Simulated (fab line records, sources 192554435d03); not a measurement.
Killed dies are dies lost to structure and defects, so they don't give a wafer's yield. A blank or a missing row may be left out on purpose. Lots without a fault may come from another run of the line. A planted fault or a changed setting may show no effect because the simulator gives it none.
Chamber matching | flow n5_finfet | N5_BEOL_M14_ILD_DEP_00 on pecvd-04: 3 sister chambers
The step deposits SiO2 from TEOS/O2, target thk 1119.3 nm, time 237.4 s. 14 wafers are shown with their chamber, then 7 later ones without.

WAFERS WITH THEIR CHAMBER
wafer  | chamber | throttle_valve_pct (%) | showerhead_plenum_p_Torr (Torr) | heater_power_w (W)
L074.1 | 1       | 21.8                   | 8.303                           | 506
L074.4 | 1       | 21.8                   | 8.354                           | 597
L074.6 | 0       | 18.7                   | 8.324                           | 501
L078.1 | 0       | 18.8                   | 8.329                           | 458
L078.3 | 1       | 21.6                   | 8.346                           | 496
L078.5 | 1       | 21.7                   | 8.336                           | 580
L076.1 | 0       | 18.7                   | 8.317                           | 574
L076.3 | 0       | 18.6                   | 8.331                           | 431
L076.5 | 1       | 21.7                   | 8.328                           | 515
L091.1 | 1       | 21.7                   | 8.351                           | 561
L091.4 | 1       | 21.6                   | 8.327                           | 624
L091.5 | 0       | 19.0                   | 8.334                           | 564
L093.1 | 1       | 21.5                   | 8.345                           | 645
L093.3 | 2       | 17.1                   | 8.365                           | 583

SIGNATURES (means of the wafers above)
reading                  | chamber 0 | chamber 1 | chamber 2 | scatter within a chamber
throttle_valve_pct       | 18.760    | 21.675    | 17.100    | 0.123
showerhead_plenum_p_Torr | 8.32700   | 8.33625   | 8.36500   | 0.014
heater_power_w           | 505.60    | 565.50    | 583.00    | 58.6
Rule: a wafer's distance from a chamber is the root of the sum, over the readings, of the square of ((its reading less the chamber's mean) divided by the reading's scatter). The wafer belongs to the nearest chamber; if the next one is less than 2 further off, it can't be placed. The scatter: the root of (the sum of the squares of (reading less its chamber's mean) over the shown wafers, divided by (wafers less chambers)).

WAFERS WITHOUT THEIR CHAMBER
wafer  | throttle_valve_pct (%) | showerhead_plenum_p_Torr (Torr) | heater_power_w (W)
L093.4 | 18.3                   | 8.331                           | 430
L095.1 | 18.7                   | 8.323                           | 479
L095.2 | 21.7                   | 8.332                           | 647
L095.3 | 17.0                   | 8.340                           | 673
L097.2 | 21.6                   | 8.349                           | 519
L097.4 | 17.1                   | 8.329                           | 509
L097.5 | 21.6                   | 8.329                           | 583

WHICH CHAMBER EACH WENT THROUGH
wafer  | from the rows above | in truth
L093.4 | 0                   | 0
L095.1 | 0                   | 0
L095.2 | 1                   | 1
L095.3 | 2                   | 2
L097.2 | 1                   | 1
L097.4 | 2                   | 2
L097.5 | 1                   | 1
Placed correctly: 7 of 7. Can't be placed from these rows: 0. Placed wrongly: 0.
